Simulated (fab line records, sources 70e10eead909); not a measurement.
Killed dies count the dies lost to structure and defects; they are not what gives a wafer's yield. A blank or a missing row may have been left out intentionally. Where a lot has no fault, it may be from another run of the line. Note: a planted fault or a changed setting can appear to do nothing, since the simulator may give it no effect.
fab line records	flow nand-harc
record lots=5	wafers=15	last-day=33
route steps=1302 shown A_CONTACT@1032 END@1302
lots that met no fault: from a run of the same line without faults
start-h: start of the lot's first displayed wafer, in hours after the record's first day	wait-h: hours since the lot's step before	" same as the row above	L1.1+2: several wafers, shown together as one row	- either no value or no given start	* or withheld: withheld	< > ~ a bound
route shown NAME@n: NAME is a module with steps in the file, n the number in the route of the first one	usual: the fault-free wafers' mean and standard deviation	same: alike in all rows	chamber/n: place in a boat	sites: the reading at each site	_std_site: their standard deviation	_edge_site: the outer-site mean with the inner-site mean subtracted	radius-mm: how far each site lies from the wafer's centre	mask NAME#n: copy n	behind: the tool/chamber that last shaped the wafer	hold: reason for holding the lot/hours on hold/outcome of the hold	device: whichever transistor did not switch (one of n, p or np)	end of line: at the end of the route, the tests of the same wafers	a step without rows: its recipe alone	killed: count of dies lost to structure and defects at first sort (not the wafer's yield)	map: the dies of a wafer, with x for killed, . for not killed, _ for no die there
set.NAME: the setting that was run; set.NAME@STEP: the one run at that earlier step	model.NAME: the simulator's own value behind a step, which no gauge read
lots at some steps of the route; a table a step, a row a wafer
services: from which hour (start-h, from the record's first day; less than 0 if before it) a tool's chamber was out of use, for how many hours, and why
## steps
# step NHARC_A_CONTACT_COAT_62
# recipe temp-c=225	time-s=65
# step NHARC_A_CONTACT_COAT_63
# recipe spin-rpm=1500	resist-thk-nm=90
# step NHARC_A_CONTACT_SOFTBAKE_64
# recipe temp-c=105	time-s=55
# step NHARC_A_CONTACT_EBR_65
# step NHARC_A_CONTACT_EXPOSE_66
# recipe na=1.35	sigma-outer=0.8	dose-mj=59.02	mask-id=A_CC_2
# step NHARC_A_CONTACT_PEB_67
# recipe peb-temp-c=100	peb-time-s=65
# step NHARC_A_CONTACT_DEVELOP_68
# recipe develop-time-s=35	dev-temp-c=23
# step NHARC_A_CONTACT_CD_MEAS_69
# recipe target-cd-nm=300	landing-energy-ev=500
# usual cd-nm=299.8/0.61
# same landing-energy-ev=500
lot.wafer	tool	chamber	start-h	wait-h	cd-nm
L872.2	cd-sem-02	0	516.88	-	299.7
L872.4	"	0	"	"	299.6
L872.6	"	0	"	"	300.5
L876.2	cd-sem-01	0	573.37	-	299.8
L876.3	"	0	"	"	299.0
L876.5	"	0	"	"	299.3
L890.1	cd-sem-01	0	694.46	-	300.0
L890.5	"	0	"	"	299.6
L890.6	"	0	"	"	298.9
L891.3	cd-sem-01	0	718.50	-	300.2
L891.4	"	0	"	"	300.4
L891.6	"	0	"	"	299.0
L892.2	cd-sem-01	0	738.69	-	299.2
L892.3	"	0	"	"	300.2
L892.5	"	0	"	"	299.7
# step NHARC_A_CONTACT_OVL_MEAS_70
# usual overlay-x-nm=-0.1/0.7	overlay-y-nm=0.1/0.77
lot.wafer	tool	chamber	start-h	wait-h	overlay-x-nm	overlay-y-nm
L872.2	overlay-02	-	516.96	-	0.1	0.3
L872.4	"	-	"	"	0.8	0.7
L872.6	"	-	"	"	1.1	0.0
L876.2	overlay-02	-	573.46	-	-0.1	0.8
L876.3	"	-	"	"	0.5	-0.1
L876.5	"	-	"	"	0.0	0.2
L890.1	overlay-01	-	694.55	-	-0.8	-0.1
L890.5	"	-	"	"	-0.6	0.1
L890.6	"	-	"	"	-0.4	0.9
L891.3	overlay-01	-	718.59	-	-0.5	-0.4
L891.4	"	-	"	"	0.1	-0.5
L891.6	"	-	"	"	0.4	0.0
L892.2	overlay-01	-	738.78	-	0.0	-0.8
L892.3	"	-	"	"	-0.2	-0.2
L892.5	"	-	"	"	0.2	-0.5
# step NHARC_A_CONTACT_INSPECT_71
# usual raw-defect-count=86/32
lot.wafer	tool	chamber	start-h	wait-h	raw-defect-count
L872.2	defect-inspect-01	-	517.00	0.0	71
L872.4	"	-	"	"	65
L872.6	"	-	"	"	65
L876.2	defect-inspect-02	-	573.50	0.0	69
L876.3	"	-	"	"	68
L876.5	"	-	"	"	105
L890.1	defect-inspect-01	-	694.59	0.0	74
L890.5	"	-	"	"	71
L890.6	"	-	"	"	72
L891.3	defect-inspect-02	-	718.62	0.0	26
L891.4	"	-	"	"	23
L891.6	"	-	"	"	17
L892.2	defect-inspect-01	-	738.82	0.0	125
L892.3	"	-	"	"	119
L892.5	"	-	"	"	133
# step NHARC_A_CONTACT_DESCUM_74
# recipe time-s=3	o2-flow-sccm=200	ar-flow-sccm=0	bias-power-w=0	chemistry=O2
# usual drypump-motor-current-A=5.6/0.4	mfc-ar-sccm=0.007/0.0081	oes-product-au=1.003/0.014	rf-vpp-V=57.9/0.83	showerhead-plenum-p-Torr=1.96/0.084	throttle-valve-pct=11.311/0.0094
lot.wafer	tool	chamber	start-h	wait-h	drypump-motor-current-A	mfc-ar-sccm	oes-product-au	rf-hours-counter-h	rf-vpp-V	showerhead-plenum-p-Torr	throttle-valve-pct
L872.4	rie-diel-10	1	517.06	0.1	5.2	0	0.993	19	56.3	1.94	11.313
L872.2	"	0	"	"	5.7	0	0.987	31	57.2	1.89	11.310
L872.6	"	1	"	"	5.2	0	0.988	-	58.1	1.94	11.294
L876.2	rie-diel-11	1	573.56	0.1	5.5	0.007	0.971	40	59.1	2.04	11.297
L876.3	"	2	"	"	6.2	0.000	0.982	39	57.9	2.03	11.305
L876.5	"	1	"	"	5.4	0.007	0.972	-	57.1	2.04	11.309
L890.1	rie-diel-03	0	694.65	0.1	5.4	0	1.013	8	58.0	2.06	11.323
L890.6	"	0	"	"	5.4	0	1.012	-	57.0	2.06	11.312
L890.5	"	1	"	"	5.8	0.020	1.002	-	56.9	1.82	11.302
L891.3	rie-diel-11	1	718.68	0.1	5.5	0.007	0.989	33	59.4	2.03	11.302
L891.4	"	2	"	"	6.2	0.000	0.985	-	57.7	2.01	11.321
L891.6	"	0	"	"	5.6	0.010	0.977	-	58.3	1.97	11.311
L892.3	rie-diel-03	0	738.89	0.1	5.4	0	1.008	13	59.3	2.06	11.314
L892.2	"	1	"	"	5.8	0.020	0.998	15	57.4	1.82	11.317
L892.5	"	2	"	"	6.3	0	1.012	-	56.9	1.93	11.303
# step NHARC_A_CONTACT_ETCH_75
# recipe target-depth-a=390	over-etch-frac=0.3	time-s=65	ion-energy-ev=80	cf4-flow-sccm=150	ar-flow-sccm=0	rf-w=300	bias-w=100	chemistry=CF4
# usual bias-w=100.0/0.3	cf4-flow-sccm=150.0/0.45	drypump-motor-current-A=5.7/0.4	mfc-ar-sccm=0.007/0.0082	oes-product-au=1.003/0.014	rf-vpp-V=151.7/1.3	showerhead-plenum-p-Torr=1.81/0.072	throttle-valve-pct=13.283/0.0093
lot.wafer	tool	chamber	start-h	wait-h	bias-w	cf4-flow-sccm	drypump-motor-current-A	mfc-ar-sccm	oes-product-au	rf-hours-counter-h	rf-vpp-V	showerhead-plenum-p-Torr	throttle-valve-pct
L872.4	rie-diel-10	3	517.15	0.1	99.5	150.1	5.9	0	0.993	35	153.4	1.90	13.279
L872.2	"	0	"	"	100.4	150.2	5.7	0	0.991	31	152.0	1.75	13.277
L872.6	"	2	"	"	100.2	149.7	5.7	0.023	0.995	-	151.5	1.74	13.273
L876.2	rie-diel-11	0	573.65	0.1	99.8	149.5	5.6	0.010	0.986	39	151.4	1.83	13.297
L876.3	"	2	"	"	100.0	151.2	6.1	0.000	0.978	39	153.4	1.87	13.287
L876.5	"	0	"	"	99.7	149.6	5.6	0.010	0.987	-	152.9	1.83	13.290
L890.1	rie-diel-03	0	694.75	0.1	99.4	149.5	5.4	0	1.007	8	152.3	1.90	13.261
L890.5	"	1	"	"	99.8	149.2	5.8	0.020	0.996	-	151.1	1.69	13.265
L890.6	"	2	"	"	99.7	149.8	6.3	0	1.006	-	151.0	1.78	13.274
L891.3	rie-diel-11	1	718.79	0.1	99.9	149.5	5.5	0.007	0.988	33	152.3	1.87	13.295
L891.4	"	0	"	"	100.2	150.0	5.6	0.010	0.982	-	152.2	1.82	13.276
L891.6	"	1	"	"	100.1	149.9	5.4	0.007	0.982	-	154.0	1.87	13.288
L892.3	rie-diel-03	2	738.97	0.1	100.3	149.9	6.3	0	0.990	14	150.9	1.78	13.267
L892.2	"	3	"	"	100.2	149.4	4.9	0.009	1.015	14	151.1	1.84	13.284
L892.5	"	1	"	"	100.2	149.5	5.8	0.020	1.008	-	150.3	1.69	13.282
# step NHARC_A_CONTACT_ETCH_76
# recipe target-depth-a=2600	over-etch-frac=0.3	time-s=475.3	ion-energy-ev=200	n2-flow-sccm=150	h2-flow-sccm=150	ar-flow-sccm=0	rf-w=400	bias-w=150	chemistry=N2/H2
# usual bias-w=150.0/0.38	drypump-motor-current-A=5.7/0.43	mfc-ar-sccm=0.006/0.008	n2-flow-sccm=150.0/0.42	oes-product-au=1.003/0.013	rf-vpp-V=431.8/2.5	showerhead-plenum-p-Torr=2.09/0.087	throttle-valve-pct=14.172/0.009
lot.wafer	tool	chamber	start-h	wait-h	bias-w	drypump-motor-current-A	mfc-ar-sccm	n2-flow-sccm	oes-product-au	rf-hours-counter-h	rf-vpp-V	showerhead-plenum-p-Torr	throttle-valve-pct
L872.2	rie-diel-10	3	517.31	-	150.1	5.9	0	149.9	0.994	36	435.2	2.20	14.155
L872.4	"	0	"	"	149.7	5.6	0	149.3	0.993	31	432.3	2.01	14.168
L872.6	"	2	"	"	149.8	5.7	0.023	150.0	0.997	-	429.4	2.00	14.167
L876.3	rie-diel-11	0	573.74	-	150.8	5.6	0.010	149.7	0.985	39	432.3	2.12	14.162
L876.2	"	3	"	"	149.8	6.0	0	149.7	1.035	39	429.7	2.02	14.172
L876.5	"	0	"	"	150.1	5.6	0.010	149.8	0.993	-	433.8	2.12	14.181
L890.1	rie-diel-03	0	694.89	-	150.1	5.5	0	149.8	0.998	8	434.0	2.20	14.172
L890.5	"	2	"	"	149.5	6.3	0	149.6	1.000	-	430.4	2.06	14.167
L890.6	"	3	"	"	150.5	5.0	0.009	150.5	1.021	-	433.4	2.14	14.195
L891.3	rie-diel-11	0	718.89	-	150.2	5.6	0.010	150.1	0.808	32	432.3	2.10	14.171
L891.6	"	0	"	"	149.9	5.6	0.010	149.9	0.809	-	432.5	2.10	14.165
L891.4	"	2	"	"	149.5	6.2	0.000	150.2	0.982	-	433.0	2.15	14.163
L892.3	rie-diel-03	3	739.05	-	150.0	4.9	0.009	149.7	1.010	14	432.7	2.14	14.172
L892.2	"	0	"	"	150.3	5.5	0	150.9	0.999	13	433.5	2.20	14.181
L892.5	"	3	"	"	150.6	4.9	0.009	150.1	1.012	-	433.5	2.13	14.170
# step NHARC_A_CONTACT_ETCH_77
# recipe target-depth-a=1089	time-s=54.5	cf4-flow-sccm=100	chf3-flow-sccm=30	ar-flow-sccm=0	rf-w=500	bias-w=200	chemistry=CF4/CHF3
# usual bias-w=200.0/0.53	cf4-flow-sccm=100.0/0.3	chf3-flow-sccm=30.00/0.1	drypump-motor-current-A=5.6/0.41	mfc-ar-sccm=0.007/0.0082	oes-product-au=0.940/0.025	rf-vpp-V=371.9/2.2	showerhead-plenum-p-Torr=1.61/0.065	throttle-valve-pct=16.803/0.0093
lot.wafer	tool	chamber	start-h	wait-h	bias-w	cf4-flow-sccm	chf3-flow-sccm	drypump-motor-current-A	mfc-ar-sccm	oes-product-au	rf-hours-counter-h	rf-vpp-V	showerhead-plenum-p-Torr	throttle-valve-pct
L872.4	rie-diel-10	1	-	-	200.4	100.5	30.10	5.1	0	0.910	19	371.0	1.59	16.798
L872.2	"	0	"	"	200.5	100.5	29.99	5.7	0	0.914	31	370.1	1.55	16.812
L872.6	"	2	"	"	200.2	100.2	30.10	5.7	0.023	0.917	-	369.5	1.55	16.803
L876.2	rie-diel-11	3	-	-	199.3	100.0	30.05	6.0	0	0.950	39	370.0	1.56	16.808
L876.3	"	1	"	"	199.9	100.1	29.97	5.5	0.007	0.912	41	374.0	1.68	16.803
L876.5	"	3	"	"	200.6	100.1	30.00	6.0	0	0.951	-	369.9	1.56	16.809
L890.1	rie-diel-03	3	-	-	200.3	99.8	30.03	4.9	0.009	0.940	9	372.9	1.64	16.797
L890.5	"	3	"	"	200.1	99.9	30.09	4.9	0.009	0.927	-	373.9	1.64	16.795
L890.6	"	0	"	"	200.5	100.0	30.01	5.5	0	0.930	-	373.2	1.69	16.803
L891.3	rie-diel-11	0	-	-	199.1	100.2	29.98	5.6	0.010	0.903	32	371.7	1.62	16.788
L891.6	"	2	"	"	199.7	100.0	30.03	6.1	0.000	0.915	-	373.3	1.65	16.800
L891.4	"	1	"	"	199.9	99.6	29.99	5.4	0.007	0.920	-	373.8	1.66	16.794
L892.2	rie-diel-03	3	-	-	199.2	99.9	30.09	4.9	0.009	0.944	14	372.1	1.64	16.798
L892.3	"	2	"	"	199.5	100.2	30.15	6.3	0	0.935	14	372.1	1.59	16.819
L892.5	"	0	"	"	200.9	100.5	30.08	5.4	0	0.938	-	374.6	1.69	16.789
# step NHARC_END_SORT_01
# recipe temp-c=25
# usual killed-at-array=56/17	killed-at-other=0.9/1.2	killed-at-periphery=3.9/2.5	killed-dies=61/17	killed-open=3.2/1.8	killed-short=2.7/1.7
# same gross-dies=677
lot.wafer	tool	chamber	start-h	wait-h	killed-at-array	killed-at-other	killed-at-periphery	killed-dies	killed-open	killed-short
L891.3	prober-01	0	780.32	3.1	651	3	6	660	2	2
L891.6	prober-01	0	782.73	4.0	644	7	4	655	2	3
# killed by level:class
L891.3 A_CONTACT:area-etch=613 A_SLIT:chamber-film-flake=10 A_STAIRCASE:chamber-film-flake=9 A_CONTACT:chamber-film-flake=5 P_ZERO_WELL:chamber-film-flake=3 A_CHANNEL_HOLE_D1:chamber-film-flake=3 A_WL_FILL:chamber-film-flake=3 A_BLC:chamber-film-flake=3
L891.6 A_CONTACT:area-etch=616 A_SLIT:chamber-film-flake=8 A_STAIRCASE:chamber-film-flake=7 THIN_TSV:chamber-film-flake=7 A_CONTACT:chamber-film-flake=6 P_GATE:chamber-film-flake=3 A_WL_FILL:geometric-particle:short=2 A_CHANNEL_HOLE_D2:geometric-particle:short=1
# map L891.3 (x killed, . not)
____________x____________
_________xxxxxxx_________
_______xxxxxxxxxxx_______
______.xxxxxxxxxxxx______
_____xxxxxxxxxxxxxx._____
____xxxxxxxxxxxxxxxxx____
____xxxx.xxxxxxxxxxxx____
___xxxxxxxxxxxxxxxxxxx___
___xxxxxxxxxxxxxxxxxxx___
__xxxxxxxxxxxxxxxxxxxxx__
__xxxxxxxxxxxxxxxxxxxxx__
_xxxxxxxxxxxxxxxxxx.xxxx_
_xxxxxxxx.xxxxxxxxxxxxxx_
_xxxxxxxxxxxxxxxxxxxxx.x_
_x.xxxxxxxxxxxxxxxxxxxxx_
_xxxxxxxxxxxxxxxxxxxxxxx_
xxxxxxxxxxxxxxxxxxxxxxxxx
xxxxxxxxxxxxxxxxxxxxxxxxx
xxxxxxxxxxxxxxxxxxxxxxxxx
xxxxxxxxxxxxxxxxxxxxxxxxx
xxxxxxxxxxxxxxxxxxxxxxxxx
_xxxxxxxxxxxxxxxxxxxxxxx_
_xxxxxxxxxxxxxxxxxxxxxx._
_xxxxxxxxxxxxxxxxxxxx.xx_
_xxxxxxxxxxxxxxxxxxxxxxx_
_xxxxxxxxxxxxxxxxxxxxxxx_
__xxxxxxxxxxxxxxxxxxxxx__
__.xxxxxxxxxxxxxxxxxxxx__
___xxxxxxxxx.xxxxxxxxx___
___xxxxxxxxxxxxxxxx.x.___
____xxxxxxxxxxxxxxxxx____
____.xxxxxxxxxxx.xxxx____
_____xxxxxxxxx.xxxxx_____
______xxx.xxxxxxxxx______
_______xxxxxxxxxxx_______
_________xxxxxxx_________
____________x____________
# map L876.5 (x killed, . not)
____________.____________
_________......._________
_______.....x....._______
______.............______
_____..........x...._____
____.................____
____........xx.......____
___..............x....___
___............x......___
__.....................__
__...x.................__
_......................x_
_......................._
_.......x..x............_
_...........x..........._
_..............x........_
x...............x..x.....
................xx.......
x..............xx.....x..
.............x...x.......
......x.......x.x.x......
_...........x..........._
_.............xx.....x.._
_.............xx........_
_......................._
_......................._
__.....................__
__.....................__
___..............xx.x.___
___......x.....x..xxxx___
____.............xxxx____
____.............xxxx____
_____..........x.xxx_____
______...........xx______
_______.........xx_______
_________......._________
____________.____________
## services
tool	chamber	start-h	hours	kind
rie-diel-11	0	515.23	-	clean
rie-diel-11	1	515.23	-	clean
rie-diel-11	2	515.23	-	clean
rie-diel-11	3	515.23	-	clean
rie-diel-03	0	516.33	-	clean
rie-diel-03	1	516.33	-	clean
rie-diel-03	2	516.33	-	clean
rie-diel-03	3	516.33	-	clean
rie-diel-11	0	520.39	3.2	repair
rie-diel-03	2	530.60	5.0	repair
rie-diel-11	0	539.73	-	clean
rie-diel-11	1	539.73	-	clean
rie-diel-11	2	539.73	-	clean
rie-diel-11	3	539.73	-	clean
rie-diel-10	-	596.86	9.0	pm
rie-diel-11	-	609.89	9.0	pm
rie-diel-03	-	635.30	9.0	pm
rie-diel-11	-	640.23	0.9	repair
rie-diel-11	2	649.12	6.7	repair
rie-diel-03	3	662.92	3.0	repair
rie-diel-11	2	673.69	7.5	repair
rie-diel-11	3	714.27	8.0	repair
rie-diel-03	2	723.60	6.0	repair
rie-diel-10	3	734.25	3.3	repair
## key
first-sign step=NHARC_A_CONTACT_ETCH_76	reading=oes-product-au	direction=down	sigmas=15	usual=1.003	struck=0.808
effect step=NHARC_END_SORT_01	reading=killed-at-array	direction=up	sigmas=35	usual=56	struck=648
more-kills-born-at NHARC_A_CONTACT_ETCH_76@rie-diel-11=1229
met-at NHARC_A_CONTACT_ETCH_76
struck-wafers L891.3,L891.6
later-rows-left-out L891.3,L891.6
tester-left-out L891
onset-between 573.74 718.89
fault kind=process-parameter-drift	tool=rie-diel-11	chamber=0	onset-h=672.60	steps=NHARC_A_CONTACT_ETCH_76	channel=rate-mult	offset=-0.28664	shape=step	end-h=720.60
# tester-left-out: of these lots the tester's yield and bins aren't shown, on N5 and GAA mostly nor the transistor test; their killed dies are dies lost to structure and defects alone, not to doping, threshold or leakage, so they don't give the yield
# later-rows-left-out: the simulator's readings of these wafers behind a module that went badly wrong aren't trusted and aren't shown, but for the sort
